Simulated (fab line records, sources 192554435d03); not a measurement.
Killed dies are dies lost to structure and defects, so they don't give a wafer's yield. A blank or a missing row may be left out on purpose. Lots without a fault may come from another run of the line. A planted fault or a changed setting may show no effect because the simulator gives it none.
fab line records | flow n5_finfet
record lots=4 wafers=11 last_day=18
route steps=1938 shown BEOL_M2@921 BEOL_M3@931 BEOL_M4@1111 PASSIVATION@1936
lots that met no fault: from a run of the same line without faults
start_h: hours from the record's first day to the start of the lot's first wafer shown | wait_h: hours since the lot's step before | " the same as in the row above | L1.1+2: a row that stands for several wafers | - no value, or no start given | * or withheld: withheld | < > ~ a bound
route shown NAME@n: a module of which the file shows steps, and the number in the route of the first | usual: mean/standard deviation of fault-free wafers | same: alike in all rows | chamber/n: place in a boat | sites: the reading at each site | _std_site: their standard deviation | _edge_site: outer sites' mean less inner sites' | radius_mm: how far each site lies from the wafer's centre | mask NAME#n: copy n | behind: the tool/chamber that last shaped the wafer | hold: why the lot was held/for how many hours/how that ended | device: the transistor (n, p or np) that didn't switch | end of line: the same wafers' tests at the end of the route | a step without rows: its recipe alone | killed: dies lost to structure and defects at the first sort, not the wafer's yield | map: a wafer's dies, x killed, . not, _ none there
set.NAME: the setting as run; set.NAME@STEP: as run at that earlier step | model.NAME: the simulator's own value behind a step, which no gauge read
lots at some steps of the route; a table a step, a row a wafer
services: from which hour (start_h, from the record's first day; less than 0 if before it) a tool's chamber was out of use, for how many hours, and why
## steps
# step N5_BEOL_M2_ECD_50
# recipe material=Cu target_thk_a=3000
# step N5_BEOL_M2_ANNEAL_51
# recipe temp_c=225 time_s=90 ambient=N2
# step N5_BEOL_M2_CMP_52
# recipe stop_on=SiOC t_overpolish_s=6.8 down_force_psi=1 platen_rpm=50 clearing_platen_down_force_psi=1.5 clearing_platen_rpm=50 post_cmp_clean=cu_alkaline target_thk_nm=40 clearing_platen_pad_velocity_m_s=0.99484 pad_velocity_m_s=0.99484
# step N5_BEOL_M2_PRE_CLEAN_60
# recipe gas=NH3/H2 time_s=15 temp_c=* rf_power_w=300
# step N5_BEOL_M2_CO_CAP_55
# recipe material=Co target_thk_a=20 temp_c=200 precursor=CCTBA/H2 pressure_torr=30 time_s=102.1
# step N5_BEOL_M2_PRE_CLEAN_56
# recipe gas=NH3 time_s=15 temp_c=withheld rf_power_w=300
# step N5_BEOL_M2_DEP_57
# recipe material=SiCN target_thk_a=80 temp_c=withheld precursor=3MS/NH3 pressure_torr=3 rf_w=202 time_s=14
# step N5_BEOL_M3_ILD_DEP_00
# recipe material=SiOC target_thk_a=790 temp_c=350 precursor=DEMS/O2 pressure_torr=5 rf_w=500 time_s=15.3
# step N5_BEOL_M3_PECVD_72
# recipe material=SiO2 target_thk_a=160 temp_c=400 precursor=TEOS/O2 pressure_torr=5.5 rf_w=450 teos_flow_sccm=53.8 gas=O2 flow_sccm=3000 time_s=18
# usual chamber_pressure_Torr=5.499/0.012 heater_power_w=745/83 rf_fwd_power_W=444.4/2.2 showerhead_plenum_p_Torr=8.85/0.058 showerhead_vpp_V=1314/64 throttle_valve_pct=22.1/1.2
# columns lot.wafer tool chamber start_h wait_h chamber_pressure_Torr heater_power_w rf_fwd_power_W showerhead_plenum_p_Torr showerhead_vpp_V throttle_valve_pct model.SiO2_of_BEOL_M3_PECVD_72.thk_nm
L525.2 pecvd-03 2 212.05 0.0 5.499 744 446.6 8.90 1410 21.7 16.2
L525.4 " 1 " " 5.501 651 447.4 8.82 1314 21.5 16.6
L525.6 " 0 " " 5.481 784 441.9 8.89 1257 21.5 16.2
L529.1 pecvd-03 2 235.45 0.0 5.499 657 444.9 8.91 1403 21.6 21.8
L529.4 " 2 " " 5.507 663 447.2 8.91 1393 21.6 22.2
L530.1 pecvd-03 0 239.26 0.0 5.499 837 438.7 8.88 1242 21.4 22
L530.4 " 0 " " 5.496 852 438.6 8.87 1256 21.5 22.6
L530.5 " 1 " " 5.495 631 445.2 8.83 1283 21.9 16.6
L535.1 pecvd-04 2 270.22 0.0 5.513 901 445.0 8.77 1351 21.9 16
L535.3 " 1 " " 5.516 840 444.7 8.92 1351 23.5 16
L535.5 " 0 " " 5.499 720 445.3 8.81 1344 21.9 16.2
# step N5_BEOL_M3_HM_DEP_02
# recipe material=TiN target_thk_a=200 temp_c=25 chamber_pressure_pa=0.49996
# step N5_BEOL_M3_COAT_61
# recipe resist=SOC temp_c=250 time_s=60 spin_rpm=1500 resist_thk_nm=60
# step N5_BEOL_M3_COAT_62
# recipe resist=SiARC temp_c=220 time_s=60 spin_rpm=1500 resist_thk_nm=12
# step N5_BEOL_M3_COAT_73
# recipe resist=underlayer temp_c=205 time_s=60 spin_rpm=1500 resist_thk_nm=5
# step N5_BEOL_M3_COAT_05
# recipe resist=CAR-EUV spin_rpm=1500 resist_thk_nm=30
# step N5_BEOL_M3_EBR_07
# recipe solvent=PGMEA ebr_width_mm=1.5
# step N5_BEOL_M3_SOFTBAKE_06
# recipe temp_c=110 time_s=60 resist=CAR-EUV
# step N5_BEOL_M3_EXPOSE_08
# recipe mask_id=M3 na=0.33 source_shape=dipole sigma_inner=0.369 sigma_outer=0.767 polarization=unpolarized dose_mj=33
# step N5_BEOL_M3_PEB_09
# recipe peb_temp_c=100 peb_time_s=60 resist=CAR-EUV
# step N5_BEOL_M3_DEVELOP_10
# recipe develop_time_s=30 developer=TMAH resist=CAR-EUV rinse_liquid=surfactant_rinse dry=air_spin dev_temp_c=23
# step N5_BEOL_M3_DESCUM_16
# recipe chemistry=O2 time_s=7 source_power_w=50 bias_power_w=20 pressure_mtorr=20 rf_frequency_hz=2.712e+07 temp_c=40 resist=CAR-EUV o2_flow_sccm=225
# step N5_BEOL_M3_ETCH_74
# recipe chemistry=N2/H2 target=underlayer target_depth_a=65 mask_material=CAR-EUV time_s=5.2 ion_energy_ev=200 pressure_mtorr=30 source_w=840 bias_w=150 n2_flow_sccm=200 h2_flow_sccm=200 ends=cleared
# step N5_BEOL_M3_ETCH_63
# recipe chemistry=CF4 target=SiARC target_depth_a=156 mask_material=CAR-EUV time_s=26 ion_energy_ev=80 pressure_mtorr=40 source_w=545 bias_w=36 Ar_flow_sccm=100 cf4_flow_sccm=100 ends=cleared
# step N5_BEOL_M3_ETCH_64
# recipe chemistry=N2/H2 target=SOC target_depth_a=750 overetch_a=150 mask_material=SiARC temp_c=40 time_s=112.5 ion_energy_ev=200 pressure_mtorr=30 source_w=840 bias_w=150 n2_flow_sccm=200 h2_flow_sccm=200
# step N5_BEOL_M3_STRIP_65
# recipe chemistry=N2/H2 temp_c=40 n2_flow_sccm=200 h2_flow_sccm=200 rf_frequency_hz=6e+07
# step N5_BEOL_M3_STRIP_75
# recipe chemistry=N2/H2 temp_c=40 n2_flow_sccm=200 h2_flow_sccm=200 rf_frequency_hz=6e+07
# step N5_BEOL_M3_STRIP_66
# recipe chemistry=CF4 resist=SiARC power_w=300 bias_power_w=75 pressure_mtorr=50 cf4_flow_sccm=150 rf_frequency_hz=6e+07
# step N5_BEOL_M3_HM_OPEN_17
# recipe chemistry=Cl2/BCl3 target_depth_a=200 overetch_a=60 target=TiN mask_material=SOC ion_energy_ev=150 pressure_mtorr=10 icp_w=1000 bias_w=126 Cl2_flow_sccm=53.25 bcl3_flow_sccm=21.75 Ar_flow_sccm=25
# step N5_BEOL_M3_STRIP_19
# recipe chemistry=O2 power_w=400 temp_c=40 pressure_mtorr=30 rf_frequency_hz=6e+07 bias_power_w=0 overash_fraction=0.2 o2_flow_sccm=225
# step N5_BEOL_M3_COAT_67
# recipe resist=SOC temp_c=250 time_s=60 spin_rpm=1500 resist_thk_nm=60
# step N5_BEOL_M3_COAT_68
# recipe resist=SiARC temp_c=220 time_s=60 spin_rpm=1500 resist_thk_nm=12
# step N5_BEOL_M3_COAT_76
# recipe resist=underlayer temp_c=205 time_s=60 spin_rpm=1500 resist_thk_nm=5
# step N5_BEOL_M3_COAT_22
# recipe resist=CAR-EUV spin_rpm=1500 resist_thk_nm=30
# step N5_BEOL_M3_EBR_24
# recipe solvent=PGMEA ebr_width_mm=1.5
# step N5_BEOL_M3_SOFTBAKE_23
# recipe temp_c=110 time_s=60 resist=CAR-EUV
# step N5_BEOL_M3_HM_STRIP_39
# recipe chemistry=peroxide_tin_strip material=TiN target_depth_a=250 temp_c=50 time_s=158
# usual bath_guard_temp_C=50.1/0.59
# columns lot.wafer tool chamber start_h wait_h bath_guard_temp_C model.SiO2_of_BEOL_M3_PECVD_72.thk_nm
L525.2 wet_bench-03 0 218.55 0.0 50.7 16
L525.4 " 7 " " 50.9 16.4
L525.6 " 2 " " 49.7 16
L529.1 wet_bench-02 4 242.28 0.0 51.2 21.8
L529.4 " 6 " " 49.7 22
L530.1 wet_bench-06 2 252.24 0.1 49.6 22
L530.4 " 5 " " 49.9 22.6
L530.5 " 6 " " 49.7 16.4
L535.1 wet_bench-03 1 292.91 0.0 49.7 15.8
L535.3 " 0 " " 50.6 15.8
L535.5 " 4 " " 49.9 16.2
# step N5_BEOL_M3_CMP_52
# recipe stop_on=SiOC t_overpolish_s=6.8 down_force_psi=1 platen_rpm=50 clearing_platen_down_force_psi=1.5 clearing_platen_rpm=50 post_cmp_clean=cu_alkaline target_thk_nm=40 clearing_platen_pad_velocity_m_s=0.99484 pad_velocity_m_s=0.99484
# usual barrier_field_endpoint_s=24.7/0.54 edge_zone_pressure_frac=1.001/0.0052 motor_current_A=5.8/0.36 pad_life_wafers=1190/630 retaining_ring_pressure_frac=1.000/0.0047
# columns lot.wafer tool chamber start_h wait_h barrier_field_endpoint_s edge_zone_pressure_frac motor_current_A pad_life_wafers retaining_ring_pressure_frac
L525.4 cmp-04 3 222.15 0.2 24.6 1.010 5.1 1411 1.004
L525.2 " 0 " " 24.9 1.000 5.7 1412 1.000
L525.6 " 3 " " 24.9 1.006 5.9 - 1.008
L529.1 cmp-04 2 247.81 0.3 32.1 0.999 6.1 1592 1.000
L529.4 " 3 " " 31.7 1.003 5.7 1593 1.003
L530.1 cmp-04 0 255.63 0.3 31.7 1.001 5.8 1674 1.002
L530.4 " 2 " " 32.4 1.004 6.1 1676 0.993
L530.5 " 1 " " 24.6 1.003 5.7 - 0.999
L535.3 cmp-04 1 296.34 0.2 24.6 0.998 6.0 1958 0.995
L535.1 " 2 " " 24.8 1.000 5.7 1959 1.001
L535.5 " 0 " " 24.8 0.994 5.5 - 0.999
# step N5_BEOL_M4_RC_MEAS_101
# usual DIBL_N=35.9/1.7 DIBL_P=36.0/2.2 IOFF_N=0.16/0.031 IOFF_P=0.21/0.039 ION_N=678/13 ION_P=464/8.8 SS_N=71.5/0.61 SS_P=73.2/0.68 VT_N=249/3.3 VT_P=-250/3.8
# columns lot.wafer tool chamber start_h wait_h DIBL_N[mV/V] DIBL_P[mV/V] IOFF_N[nA/um] IOFF_P[nA/um] ION_N[uA/um] ION_P[uA/um] SS_N[mV/dec] SS_P[mV/dec] VT_N[mV] VT_P[mV]
L525.2 prober-02 0 235.56 0.2 37.9 38.5 0.19 0.22 684 469 71.8 73.8 247 -248
L525.4 " 0 " " 38.8 40.5 0.20 0.26 689 472 71.7 74.3 245 -247
L525.6 " 0 " " 37.8 39.4 0.19 0.25 677 465 72.4 73.5 245 -249
L529.1 prober-02 0 257.88 0.0 32.5 31.2 0.11 0.14 668 462 70.0 71.7 254 -258
L529.4 " 0 " " 36.5 35.8 0.16 0.20 680 463 70.8 73.2 248 -252
L530.1 prober-02 0 265.12 0.0 36.7 38.0 0.17 0.22 680 463 71.7 74.4 249 -252
L530.4 " 0 " " 36.1 37.2 0.16 0.21 675 462 71.6 74.1 251 -251
L530.5 " 0 " " 34.8 35.6 0.15 0.18 671 461 71.7 73.1 252 -255
L535.1 prober-02 0 310.75 0.0 36.0 38.1 0.17 0.25 671 470 72.9 73.5 249 -246
L535.3 " 0 " " 36.0 38.6 0.19 0.26 697 477 72.2 74.0 246 -247
L535.5 " 0 " " 35.2 37.2 0.17 0.24 688 480 71.9 73.5 249 -248
# step N5_PASSIVATION_PROBE_49
# usual defect_limited_yield=90.9/1.5 killed_at_M0_to_M3=36/10 killed_at_M4_up=13/5.5 killed_at_contacts=12/5.6 killed_at_front_end=42/12 killed_at_other=4/3.2 killed_dies=108/18 killed_open=71/13 killed_short=34/7.8 sort_bin_5_function=5.4/1 sort_bin_6_memory=3.4/0.68 sort_n_pass=1072/18 sort_yield_pct=90.9/1.5
# same gross_dies=1180 killed_at_back_side=0 sort_bin_4_leakage[%]=0 sort_bin_8_speed[%]=0
# columns lot.wafer tool chamber start_h wait_h defect_limited_yield[%] killed_at_M0_to_M3 killed_at_M4_up killed_at_contacts killed_at_front_end killed_at_other killed_dies killed_open killed_short sort_bin_5_function[%] sort_bin_6_memory[%] sort_n_pass sort_yield_pct[%]
L525.4 prober-02 - 336.98 0.2 90.5 53 14 14 25 6 112 70 42 5.8 3.5 1068 90.5
L525.6 prober-02 - 337.08 0.3 89.8 49 15 5 48 3 120 75 42 5.7 4.2 1060 89.8
# killed by level:class
L525.4 MOL_CONTACT_COAG:geometric_particle:open=11 BEOL_M0_SAQP:geometric_particle:short=11 BEOL_M2:geometric_particle:open=11 STI_FIN_REVEAL:geometric_particle:open=8 BEOL_M0_SAQP:geometric_particle:open=7 BEOL_M1:geometric_particle:open=7 BEOL_M2:geometric_particle:short=7 BEOL_M4:geometric_particle:open=4
L525.6 FIN_SAQP:geometric_particle:open=18 BEOL_M0_SAQP:geometric_particle:short=18 BEOL_M0_SAQP:geometric_particle:open=12 STI_FIN_REVEAL:geometric_particle:open=7 DUMMY_GATE:geometric_particle:open=7 BEOL_M2:geometric_particle:open=6 BEOL_M1:geometric_particle:open=6 BEOL_M4:geometric_particle:open=5
## services
# columns tool chamber start_h hours kind
cmp-04 - 191.97 1.2 repair
pecvd-03 1 218.40 5.5 scheduled_down
cmp-04 - 222.71 5.0 pm
pecvd-03 0 224.32 5.5 scheduled_down
wet_bench-06 - 224.41 2.2 repair
## key
first_sign step=N5_BEOL_M3_CMP_52 reading=barrier_field_endpoint_s direction=up sigmas=14 usual=24.7 struck=32.0
effect none on later readings
model_effect step=N5_BEOL_M3_PECVD_72 value=SiO2_of_BEOL_M3_PECVD_72.thk_nm without=16.1 struck=22.15
model_effect step=N5_BEOL_M3_HM_STRIP_39 value=SiO2_of_BEOL_M3_PECVD_72.thk_nm without=15.95 struck=22.1
met_at N5_BEOL_M3_PECVD_72
struck_wafers L529.1,L529.4,L530.1,L530.4
onset_between 212.05 235.45
fault kind=process_parameter_drift tool=pecvd-03 chamber=- onset_h=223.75 steps=N5_BEOL_M3_PECVD_72 channel=time_s offset=* shape=step end_h=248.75 scope=struck_wafers_only acts_in=* stated=*
